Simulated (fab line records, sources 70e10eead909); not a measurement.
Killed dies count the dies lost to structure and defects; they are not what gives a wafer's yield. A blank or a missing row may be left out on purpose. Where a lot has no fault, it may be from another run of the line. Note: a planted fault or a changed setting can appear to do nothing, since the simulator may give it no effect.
Comparing a struck lot with a sound one :: flow nandHarc :: 14 steps out of a route of 1302
Sound: wafers L379.3, L379.5, L379.6. The struck wafers were L382.1, L382.2, L382.5. The cause is named last.
Per side, at each step with rows, come the tool, then ch with its chambers, and then its first start. Under that, the readings that differ: sound wafers :: struck wafers :: difference of the means :: sigmas: that difference in standard deviations of wafers without a fault.
alike: same words and numbers on both sides, and readings whose means sit less than 2 such deviations apart. not compared: any withheld reading, any reading some wafer has no value for, any bound like >300 that may hide the same value, and any number with overlapping values for which the record gives no deviation.
A row with sigmas, a row that says differs or no value, or rows on one side alone: a step with any of these is where the two part. When numbers do not overlap yet have no deviation, they are printed without sigmas and do not part them. A reading missing from all wafers of one side parts the sides only when that side holds two or more wafers.

first, 1 step without rows for these wafers: NHARC_A_WL_FILL_ANNEAL_08 (time 1800 s).
NHARC_A_WL_FILL_ALD_10: deposits SiO2, target thk 50 nm, pulse time 10 s, ald cycles 500.
  sound on aldHk-01 ch 1,2, day 23 00:46; struck on aldHk-03 ch 0,2,3, day 24 04:03
  alike: heaterPowerOuterW, heaterPowerW, precursorPulseHeightRel
then, 1 step without rows for these wafers: NHARC_A_WL_FILL_ETCHBACK_16 (etches the open film in C4F8/O2/Ar, target depth 120 nm, time 24 s).
NHARC_A_WL_FILL_STRIP_29: strips in O2, time 20 s.
  sound on rieDiel-07 ch 1,2,3, day 23 05:31; struck on rieDiel-09 ch 0,1,2, day 24 08:17
  alike: drypumpMotorCurrentA, oesProductAu, rfVppV, showerheadPlenumPTorr, throttleValvePct
  not compared: rfHoursCounterH
NHARC_A_WL_FILL_ETCHBACK_17: etches the open film in Cl2/BCl3, target depth 4 nm, time 26.7 s.
  sound on rieMetal-02 ch 0,1, day 23 05:38; struck on rieMetal-01 ch 0, day 24 08:22
  alike: drypumpMotorCurrentA, oesProductAu
  not compared: rfHoursCounterH
then, 3 steps without rows for these wafers: NHARC_A_WL_FILL_PRECLEAN_18 (cleans in dHF, time 30 s); NHARC_A_WL_FILL_SRD_21; NHARC_A_WL_FILL_CVD_23 (deposits poly-Si, target thk 40 nm, time 800 s).
NHARC_A_WL_FILL_ETCHBACK_26: etches the open film in HBr, target depth 52 nm, time 13.3 s.
  sound on rieSi-03 ch 0,1, day 23 10:43; struck on rieSi-03 ch 2,3, day 24 13:38
  alike: biasW, drypumpMotorCurrentA, hbrFlowSccm, oesProductAu, rfFwdPowerW, throttleValvePct
  not compared: rfHoursCounterH
then, 2 steps without rows for these wafers: NHARC_A_WL_FILL_PRECLEAN_30 (cleans in dHF, time 10 s); NHARC_A_WL_FILL_SRD_14.
NHARC_A_WL_FILL_ALD_19: deposits TiN, target thk 2 nm, pulse time 3 s, ald cycles 100.
  sound on aldMetal-03 ch 1,2,3, day 23 11:02; struck on aldMetal-01 ch 0,2, day 24 13:55
  no value came back on the struck wafers for aldCycles, heaterPowerOuterW (W), heaterPowerW (W), precursorPulseHeightRel; on the sound wafers aldCycles reads 100 100 100
NHARC_A_WL_FILL_CVD_20: deposits W, target thk 100 nm, time 74 s.
  sound on cvdW-01 ch 0,1; struck on cvdW-02 ch 0,1
  alike: heaterPowerW, throttleValvePct
-- the record jumps here: 3 days lie between the struck wafers' starts before and after (it left off in module A_WL_FILL and takes up again in module END, whose first step shown is number 1302 of the route) --
NHARC_END_SORT_01:
  sound on prober-02 ch 0, day 26 23:52; struck on prober-02 ch 0, day 27 22:59
reading: hold
sound: - - -
struck: awaitDispo/5.8h/scrap awaitDispo/5.8h/scrap awaitDispo/5.8h/scrap
difference: no value on the sound wafers
sigmas: 

reading: killedAtArray
sound: 48 51 44
struck: 670 669 674
difference: +623
sigmas: +28

reading: killedDies
sound: 58 62 55
struck: 677 677 677
difference: +619
sigmas: +28

reading: killedOpen
sound: 5 6 9
struck: 3 3 3
difference: -4
sigmas: -2
  alike: killedAtOther, killedAtPeriphery, killedShort

WHERE THEY PART
Last at NHARC_END_SORT_01 as far as this record goes, first at NHARC_A_WL_FILL_ALD_19.

WHY: whatever the simulator had introduced
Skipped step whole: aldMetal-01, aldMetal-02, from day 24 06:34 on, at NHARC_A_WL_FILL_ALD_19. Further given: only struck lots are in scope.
